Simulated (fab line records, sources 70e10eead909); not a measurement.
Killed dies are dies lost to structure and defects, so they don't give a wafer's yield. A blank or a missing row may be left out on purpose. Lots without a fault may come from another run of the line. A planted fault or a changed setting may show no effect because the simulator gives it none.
Which tool did it? | flow nand_harc | 11 lots, 33 wafers sampled, at 5 steps of a route of 1159

WHAT THE GAUGES READ, wafer by wafer
NHARC_P_BONDPAD_THK_MEAS_33: measures by ellipsometry.
lot  | measured     | on            | thk_nm (nm)
L279 | day 6 22:49  | film_metro-01 | 199.1 199.7 200.6
L281 | day 7 00:33  | film_metro-02 | 200.9 200.3 200.3
L282 | day 7 10:17  | film_metro-01 | 199.7 198.1 196.7
L283 | day 7 22:46  | film_metro-02 | 199.7 199.3 198.3
L284 | day 8 03:44  | film_metro-02 | 196.4 198.7 197.7
L286 | day 8 08:32  | film_metro-02 | 198.5 198.4 201.1
L287 | day 8 17:35  | film_metro-01 | 199.4 197.0 199.1
L291 | day 9 16:56  | film_metro-02 | 201.6 201.9 202.6
L289 | day 9 17:12  | film_metro-02 | 200.5 199.5 200.3
L298 | day 11 01:19 | film_metro-02 | 201.3 198.8 199.8
L297 | day 11 02:58 | film_metro-01 | 199.7 196.7 199.3

WHICH TOOL RAN EACH LOT (tool, then ch and the chambers of the sampled wafers, then the start)
lot  | NHARC_P_M1_DEP_33               | NHARC_P_M2_ETCH_28                            | NHARC_P_M2_ECD_22              | NHARC_P_M2_CMP_23
L279 | pecvd-02 ch 0,1, day 6 16:58    | rie_diel-03 ch 0,1,3, day 6 20:17 or earlier  | ecd_cu-01 ch 0,1, day 6 20:17  | cmp-02 ch 0,1,3, day 6 20:59
L281 | pecvd-02 ch 0,2, day 6 19:02    | rie_diel-11 ch 1,3, day 6 22:02 or earlier    | ecd_cu-02 ch 1, day 6 22:02    | cmp-04 ch 0,1,2, day 6 22:46
L282 | pecvd-02 ch 0,2, day 7 04:58    | rie_diel-11 ch 0,1,2, day 7 07:41 or earlier  | ecd_cu-02 ch 0,1, day 7 07:41  | cmp-02 ch 1,2,3, day 7 08:25
L283 | pecvd-03 ch 1,2, day 7 17:32    | rie_diel-03 ch 0,1, day 7 20:25 or earlier    | ecd_cu-02 ch 0,1, day 7 20:25  | cmp-03 ch 0,1,2, day 7 21:10
L284 | pecvd-03 ch 0,1,2, day 7 22:38  | rie_diel-03 ch 0,1,2, day 8 01:28 or earlier  | ecd_cu-01 ch 0,1, day 8 01:28  | cmp-03 ch 0,3, day 8 02:02
L286 | pecvd-02 ch 0,1, day 8 03:21    | rie_diel-03 ch 1,2,3, day 8 06:08 or earlier  | ecd_cu-02 ch 1, day 8 06:08    | cmp-04 ch 0,1,3, day 8 06:55
L287 | pecvd-02 ch 1,2, day 8 12:24    | rie_diel-03 ch 0,1, day 8 15:11 or earlier    | ecd_cu-01 ch 0,1, day 8 15:11  | cmp-04 ch 0,3, day 8 15:54
L291 | pecvd-03 ch 0,1,2, day 9 10:56  | rie_diel-03 ch 0,3, day 9 13:50 or earlier    | ecd_cu-01 ch 0,1, day 9 13:50  | cmp-03 ch 0,3, day 9 14:33
L289 | pecvd-02 ch 0,1,2, day 9 11:08  | rie_diel-03 ch 1,3, day 9 14:08 or earlier    | ecd_cu-02 ch 1, day 9 14:08    | cmp-03 ch 1,3, day 9 14:55
L298 | pecvd-02 ch 0,1,2, day 10 20:10 | rie_diel-03 ch 0,1, day 10 23:00 or earlier   | ecd_cu-01 ch 0,1, day 10 23:00 | cmp-04 ch 1,2,3, day 10 23:43
L297 | pecvd-03 ch 1,2, day 10 21:44   | rie_diel-03 ch 0,1,3, day 11 00:35 or earlier | ecd_cu-01 ch 0,1, day 11 00:35 | cmp-03 ch 0,1,2, day 11 01:15
- NHARC_P_M1_DEP_33: deposits SiCN, target thk 30 nm.
- NHARC_P_M2_ETCH_28: etches the open film in CF4/N2, target depth 30 nm, time 72.99 s.
- NHARC_P_M2_ECD_22: material Cu, target thk 400 nm.
- NHARC_P_M2_CMP_23: polishes, t overpolish 20 s, target thk 144.3 nm.

THE ANSWER, worked out from the rows above alone
Rule: what is usual is taken from the lots themselves. Put in order of their means at a reading, lots are off if they are a third of the lots or fewer, leave a main group of 4 or more, and stand apart from it by a gap of 3 or more times the standard deviation of the main group's means; of several such gaps the widest counts. A main group whose means are all the same, to the digits that the tables above print for the reading, isn't used. A lot without any number at a reading at which 4 lots or more have one is off too. The other lots that the step has rows for count as sound.
No lot is off at any reading shown: from this, nothing can be told.

WHAT THE SIMULATOR HAD PUT IN
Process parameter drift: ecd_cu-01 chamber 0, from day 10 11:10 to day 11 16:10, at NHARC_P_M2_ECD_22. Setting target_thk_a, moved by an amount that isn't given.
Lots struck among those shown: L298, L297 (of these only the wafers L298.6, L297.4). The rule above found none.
